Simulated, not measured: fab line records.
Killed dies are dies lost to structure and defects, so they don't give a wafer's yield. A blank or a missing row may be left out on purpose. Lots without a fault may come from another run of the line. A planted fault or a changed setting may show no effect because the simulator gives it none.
fab line records	flow n5_finfet
record: lots: 4	wafers: 12	last_day: 17
route steps=1938 shown BEOL_M15@1796 PASS1_DEP@1831 MIM_BOT@1832 MIM_TOP@1834 PASSIVATION@1936
lots that met no fault: taken from a fault-free run of the same line
start_h: start of the lot's first displayed wafer, in hours after the record's first day	wait_h: how many hours have passed since the lot's step before this one	" unchanged from the row above	L1.1+2: a row that stands for several wafers	- value missing, or start not given	* or withheld: withheld	< > ~ a bound
route shown NAME@n: names a module that has steps shown in the file, with the first one's number in the route	usual: mean/standard deviation of fault-free wafers	same: alike in all rows	chamber/n: place in a boat	sites: each site's reading	_std_site: their standard deviation	_edge_site: outer sites' mean less inner sites'	radius_mm: for every site, how far away it sits from the centre of the wafer	mask NAME#n: copy n	behind: the tool/chamber that last shaped the wafer	hold: why the lot went on hold/how many hours it stayed there/how the hold came to an end	device: whichever transistor did not switch (one of n, p or np)	end of line: the same wafers' tests at the end of the route	step lacking rows: just its recipe	killed: the dies lost at the first sort to structure and to defects; this is not the yield of the wafer	map: a wafer's dies, marking killed ones x, the rest . and places with no die _
set.NAME: the setting the step ran with; set.NAME@STEP: the setting that earlier step ran with	model.NAME: the simulator's own value behind a step, which no gauge read
certain route steps with their lots: each step a table, each wafer a row
services: a tool's chamber out of use, with start hour (start_h, from the record's first day; less than 0 if before it), hours out, and reason
== steps ==
step: N5_BEOL_M15_COAT_60
recipe: resist: BARC	temp_c: 205	time_s: 60	spin_rpm: 1500	resist_thk_nm: 89
step: N5_BEOL_M15_COAT_22
recipe: spin_rpm: 1704	resist_thk_nm: 800
step: N5_BEOL_M15_EBR_24
recipe: solvent: PGMEA	ebr_width_mm: 1.5
step: N5_BEOL_M15_SOFTBAKE_23
recipe: temp_c: 130	time_s: 60
step: N5_BEOL_M15_EXPOSE_25
recipe: mask_id: M15	na: 0.8	source_shape: annular	sigma_inner: 0.5	sigma_outer: 0.8	polarization: unpolarized	target_cd_nm: 400	dose_mj: 35.5
step: N5_BEOL_M15_PEB_26
recipe: peb_temp_c: 130	peb_time_s: 90
step: N5_BEOL_M15_DEVELOP_27
recipe: develop_time_s: 45	rinse_liquid: diw	dry: air_spin	dev_temp_c: 21
step: N5_BEOL_M15_HARDBAKE_32
recipe: temp_c: 130	time_s: 120
step: N5_BEOL_M15_DESCUM_33
recipe: chemistry: O2	time_s: 7.9	source_power_w: 50	bias_power_w: 20	pressure_mtorr: 20	rf_frequency_hz: 2.712e+07	temp_c: 40	o2_flow_sccm: 225
step: N5_BEOL_M15_ETCH_61
recipe: chemistry: N2/H2	target: BARC	target_depth_a: 890	overetch_a: 267	time_s: 67.9	ion_energy_ev: 200	pressure_mtorr: 30	source_w: 840	bias_w: 150	n2_flow_sccm: 200	h2_flow_sccm: 200
usual: bias_w: 150.0/0.44	drypump_motor_current_A: 5.8/0.41	oes_product_au: 0.68/0.077	rf_fwd_power_W: 832/3.3	rf_vpp_V: 524.2/2.8	showerhead_plenum_p_Torr: 2.56/0.098	throttle_valve_pct: 17.88/0.28
lot.wafer	tool	chamber	start_h	wait_h	bias_w	drypump_motor_current_A	oes_product_au	rf_fwd_power_W	rf_hours_counter_h	rf_vpp_V	showerhead_plenum_p_Torr	throttle_valve_pct
L529.1	rie_diel-03	3	319.45	0.0	149.9	5.7	0.72	835	53	524.7	2.59	17.69
L529.3	"	1	"	"	150.7	5.1	0.65	833	123	522.7	2.45	17.63
L529.5	"	3	"	"	150.2	5.7	0.72	833	-	526.1	2.59	17.68
L530.2	rie_diel-03	0	334.07	0.0	149.2	5.9	0.66	831	134	525.1	2.68	18.10
L530.3	"	3	"	"	150.1	5.7	0.71	835	57	526.4	2.59	17.69
L530.5	"	1	"	"	150.0	5.2	0.64	833	-	521.9	2.45	17.63
L541.2	rie_diel-05	0	372.75	0.0	149.7	6.4	0.80	833	18	528.3	2.71	17.67
L541.4	"	1	"	"	150.3	5.8	0.61	834	239	524.0	2.52	18.26
L541.6	"	1	"	"	149.9	5.9	0.61	832	-	521.3	2.52	18.25
L543.1	rie_diel-03	0	399.15	0.0	149.9	5.9	0.65	828	154	527.0	2.68	18.14
L543.2	"	1	"	"	149.5	5.2	0.64	830	146	522.1	2.44	17.66
L543.4	"	2	"	"	149.7	5.8	0.77	831	34	526.9	2.69	17.47
step: N5_BEOL_M15_TRENCH_ETCH_34
recipe: chemistry: C4F8/O2/Ar	target: SiO2	target_depth_a: 8729.3	he_inner_torr: 15	he_outer_torr: 30	time_s: 199	ion_energy_ev: 800	pressure_mtorr: 20	source_w: 1905	bias_w: 2040	Ar_flow_sccm: 400	C4F8_flow_sccm: 16	O2_flow_sccm: 12
step: N5_BEOL_M15_STRIP_36
recipe: chemistry: O2	power_w: 600	temp_c: 60	pressure_mtorr: 30	rf_frequency_hz: 6e+07	bias_power_w: 0	overash_fraction: 0.3	o2_flow_sccm: 225
step: N5_BEOL_M15_STRIP_62
recipe: chemistry: O2	power_w: 600	temp_c: 60	pressure_mtorr: 30	rf_frequency_hz: 6e+07	bias_power_w: 0	overash_fraction: 0.3	o2_flow_sccm: 225
step: N5_BEOL_M15_STRIP_37
recipe: chemistry: O2	power_w: 600	temp_c: 60	pressure_mtorr: 30	rf_frequency_hz: 6e+07	bias_power_w: 0	overash_fraction: 0.3	o2_flow_sccm: 225
step: N5_BEOL_M15_ETCH_38
recipe: chemistry: CF4/N2	target: SiCN	target_depth_a: 1064	taper_deg: 2	time_s: 120.5	ion_energy_ev: 150	mask_material: SiO2	pressure_mtorr: 40	source_w: 430	bias_w: 70	Ar_flow_sccm: 100	cf4_flow_sccm: 60	n2_flow_sccm: 60
step: N5_BEOL_M15_PRECLEAN_39
recipe: chemistry: residue_remover	time_s: 60	temp_c: 40
step: N5_BEOL_M15_SRD_40
recipe: time_s: 30	temp_c: 23	rinse_liquid: diw	dry: n2_spin	spin_rpm: 1500	dry_time_s: 30
step: N5_BEOL_M15_DEGAS_41
recipe: ambient: vacuum	temp_c: 300	time_s: 60
step: N5_BEOL_M15_PRE_CLEAN_42
recipe: gas: H2/He	time_s: 30	temp_c: 300
step: N5_BEOL_M15_SPUTTER_43
recipe: material: TaN	target_thk_a: 150	temp_c: 50	bias_v: 168.6	power_w: 15000	chamber_pressure_pa: 0.12	time_s: 24.19
step: N5_BEOL_M15_SPUTTER_44
recipe: material: Ta	target_thk_a: 150	temp_c: 50	bias_v: 80	power_w: 15000	chamber_pressure_pa: 0.07	time_s: 24.19
step: N5_BEOL_M15_SPUTTER_45
recipe: material: Cu	target_thk_a: 1000	temp_c: -20	bias_v: 60	power_w: 26000	chamber_pressure_pa: 0.13	time_s: 16.67
step: N5_BEOL_M15_ECD_47
recipe: material: Cu	target_thk_a: 18600
step: N5_BEOL_M15_ANNEAL_48
recipe: temp_c: 225	time_s: 90	ambient: N2
step: N5_BEOL_M15_CMP_49
recipe: stop_on: SiO2	t_overpolish_s: 4.9	down_force_psi: 2	platen_rpm: 80	clearing_platen_down_force_psi: 2	clearing_platen_rpm: 80	post_cmp_clean: cu_alkaline	target_thk_nm: 850	clearing_platen_pad_velocity_m_s: 1.5917	pad_velocity_m_s: 1.5917
step: N5_BEOL_M15_PRE_CLEAN_52
recipe: gas: NH3	time_s: 15	temp_c: withheld	rf_power_w: 300
step: N5_BEOL_M15_DEP_53
recipe: material: SiCN	target_thk_a: 500	temp_c: withheld	precursor: 3MS/NH3	pressure_torr: 3	rf_w: 675	time_s: 17.8
step: N5_PASSIVATION_PECVD_00
recipe: material: SiO2	target_thk_a: 2000	temp_c: 400	precursor: SiH4/N2O	pressure_torr: 2.7	rf_w: 608	time_s: 11.2
step: N5_MIM_BOT_DEGAS_01
recipe: ambient: vacuum	temp_c: 300	time_s: 60
step: N5_MIM_BOT_SPUTTER_00
recipe: material: TiN	target_thk_a: 350	temp_c: 200	power_w: 3000	chamber_pressure_pa: 0.49996	gas: Ar	reactive_partial_pa: 0.37997	time_s: 89.7
step: N5_MIM_TOP_ALD_00
recipe: material: Al2O3	target_thk_a: *	temp_c: withheld	ald_precursor_family: TMA	ald_co_reactant: O3	pulse_time_s: withheld	purge_time_s: 3	co_reactant_purge_time_s: withheld	co_reactant_pulse_time_s: 3	ald_cycles: withheld
step: N5_MIM_TOP_ALD_01
recipe: material: HfO2	target_thk_a: 56	temp_c: withheld	ald_precursor_family: Hf-amide	ald_co_reactant: O3	pulse_time_s: 1	purge_time_s: 3	co_reactant_purge_time_s: 2	co_reactant_pulse_time_s: 3	ald_cycles: 62
step: N5_MIM_TOP_ALD_02
recipe: material: Al2O3	target_thk_a: *	temp_c: withheld	ald_precursor_family: TMA	ald_co_reactant: O3	pulse_time_s: withheld	purge_time_s: 3	co_reactant_purge_time_s: withheld	co_reactant_pulse_time_s: 3	ald_cycles: withheld
step: N5_MIM_TOP_DEGAS_04
recipe: ambient: vacuum	temp_c: 300	time_s: 60
step: N5_PASSIVATION_PROBE_49
usual: defect_limited_yield: 91.3/1.5	killed_at_M0_to_M3: 34/10	killed_at_M4_up: 13/4.9	killed_at_contacts: 13/6.1	killed_at_front_end: 39/13	killed_at_other: 4.1/2.7	killed_dies: 103/18	killed_open: 68/13	killed_short: 32/7.6	sort_bin_5_function: 5.2/1	sort_bin_6_memory: 3.2/0.75	sort_n_pass: 1077/18	sort_yield_pct: 91.3/1.5
same: gross_dies: 1180	killed_at_back_side: 0	sort_bin_4_leakage[%]: 0	sort_bin_8_speed[%]: 0
lot.wafer	tool	chamber	start_h	wait_h	defect_limited_yield[%]	killed_at_M0_to_M3	killed_at_M4_up	killed_at_contacts	killed_at_front_end	killed_at_other	killed_dies	killed_open	killed_short	sort_bin_5_function[%]	sort_bin_6_memory[%]	sort_n_pass	sort_yield_pct[%]
L529.1	prober-01	-	339.53	0.0	77.7	39	143	20	55	6	263	90	37	13.8	5.4	917	77.7
L529.3	prober-01	-	339.63	0.1	89.9	16	13	19	64	7	119	82	32	6.4	3.2	1061	89.9
L529.5	prober-01	-	339.73	0.2	79.3	16	145	23	54	6	244	71	30	13.6	4.2	936	79.3
L530.3	prober-01	-	353.59	0.1	80.5	34	137	20	32	7	230	70	33	12.2	4.4	950	80.5
killed by level:class
L529.1 BEOL_M15:unspecified=131 STI_FIN_REVEAL:geometric_particle:open=24 MOL_CONTACT_COAG:geometric_particle:open=17 BEOL_M0_SAQP:geometric_particle:short=8 BEOL_M3:geometric_particle:open=8 BEOL_M0_SAQP:geometric_particle:open=6 BEOL_M1:geometric_particle:open=6 STI_FIN_REVEAL:geometric_particle:short=5
L529.3 STI_FIN_REVEAL:geometric_particle:open=29 MOL_CONTACT_COAG:geometric_particle:open=17 STI_FIN_REVEAL:geometric_particle:short=8 BEOL_M8:geometric_particle:open=7 GATE_CUT:geometric_particle:open=6 BEOL_M3:geometric_particle:open=4 BEOL_M0_SAQP:geometric_particle:short=3 DUMMY_GATE:geometric_particle:short=3
L529.5 BEOL_M15:unspecified=139 MOL_CONTACT_COAG:geometric_particle:open=17 FIN_SAQP:geometric_particle:open=12 STI_FIN_REVEAL:geometric_particle:open=10 GATE_CUT:geometric_particle:open=8 MOL_CONTACT_COAG:geometric_particle:short=6 FIN_SAQP:geometric_particle:short=5 GATE_CUT:geometric_particle:short=5
L530.3 BEOL_M15:unspecified=123 MOL_CONTACT_COAG:geometric_particle:open=16 BEOL_M0_SAQP:geometric_particle:open=9 BEOL_M3:geometric_particle:open=7 FIN_SAQP:geometric_particle:open=6 BEOL_M2:geometric_particle:open=6 GATE_CUT:geometric_particle:short=5 STARTING-WAFER:geometric_particle:open=5
map L529.1 (x killed, . not)
_________________x.......xx..________________
______________........x.....xx.._____________
___________...x.x..................__________
__________..........xx....x......x.._________
________.x..........................x._______
_______x................x..............______
______.....................x............_____
_____........x..x.......x................____
____..x..x.x..........x...............x...___
___x.x..x.................x.x.....x..x....x__
___..x....x..x.............x.......x.....x.__
__.x..xx......x..x....x.x............x....x._
__............x.....xx....x.x.xxxx.........._
_............x.x...x.......x.xxx..x..........
_....xx.......x...........xxxxxxxxxx.x..x....
_x.........x.x............xxxxxxxxxxxxxx.....
_...x.....x..........x..xxxxxxxxxxxxx....xx..
_.x......x.......x......x.xxxxxxxxxxx.x.x....
_..........x............xxxxxxxxxxxxxxx..x...
_..........x.....x.x..x..xxxxxxxxxxxxxxx....x
_...............x..x......xxxxxxxxxxxxxx.x...
__....x.....x.x.......x..xxxxxxxxxxxxx...x.._
__x...x..............xx..xxxxxxxxx..x......._
___..x..................x.x...xxxxxx....x..__
___...x.....x.................x.xx.........__
____...xx...........x...............x.....___
_____.......x...........xx.x.............____
______.....x...........x.....x.........._____
_______.xx................x..x...x.....______
________.........x...........x....x..._______
__________......x..x...............x_________
___________....x.............x.....__________
______________.......xxx...xx..._____________
_________________....x.......________________
map L530.3 (x killed, . not)
_________________............________________
______________.x................_____________
___________...................x..x.__________
__________..................x......._________
________.....x................x......._______
_______....x....x......................______
______........x........................._____
_____........x.......x................x..____
____....x..........x...xx.................___
___.............xx.......x.................__
___.........x......................x.......__
__x..x................x....x.....x...x......_
__xx..x...x......x............x...........x._
_.........x...x.x..x.x...x.x.xxxxxxxx........
_.......x......x.....x..xx.xxxxxx.x.xx...x...
_..x........x............x.xxxxxxxxxx..x.....
_.......x..........x...x.xxxxxxxxxxxxx.xx....
_.x....x.................xxxxxxxxxxxxx....x.x
_..x....................xxxxxxxxxxxxxxx......
_xx.....................xxxxxxxxxxxxxx.x.x...
_.................x......xxxxxxxxxxxxx......x
__..........x...........xxxxxxxxxxxx.x.....x_
__...............x.......xxx.xxxxxx.....x..._
___.....x..............xx..x.x.xxxx.x......__
___...............x.x.................x....__
____x...........................x..x...x..___
_____...........x...........xx...........____
______.x......xx.................x.x...._____
_______..................x.....x.....x.______
________...............x.............x_______
__________.....x.xx..........x......_________
___________.......x.........x......__________
______________......x.xx..x....._____________
_________________..x..x......________________
== services ==
tool	chamber	start_h	hours	kind
rie_diel-05	0	307.78	-	clean
rie_diel-05	0	307.78	-	consumable_replace:focus_ring
rie_diel-05	0	307.78	-	consumable_replace:showerhead
rie_diel-05	0	307.78	11.4	scheduled_down
rie_diel-05	0	307.78	11.4	vent_cycle
rie_diel-05	2	342.02	12.7	repair
rie_diel-05	3	384.80	-	clean
rie_diel-05	3	384.80	-	consumable_replace:esc
rie_diel-05	3	384.80	-	consumable_replace:focus_ring
rie_diel-05	3	384.80	29.8	scheduled_down
rie_diel-05	3	384.80	29.8	vent_cycle
rie_diel-03	-	389.23	0.3	repair
== key ==
first_sign: step: N5_PASSIVATION_PROBE_49	reading: killed_at_M4_up	direction: up	sigmas: 26	usual: 13	struck: 142
effect: step: N5_PASSIVATION_PROBE_49	reading: killed_dies	direction: up	sigmas: 7.8	usual: 103	struck: 246
more_kills_born_at: N5_BEOL_M15_ETCH_61@rie_diel-03: 393
met_at N5_BEOL_M15_ETCH_61
struck_wafers L529.1,L529.5,L530.3
fault: kind: chamber_particle_source	tool: rie_diel-03	chamber: 3	onset_h: 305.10	steps: N5_BEOL_M15_ETCH_61	rate_per_visit_cm2: 1.1181	end_h: 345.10
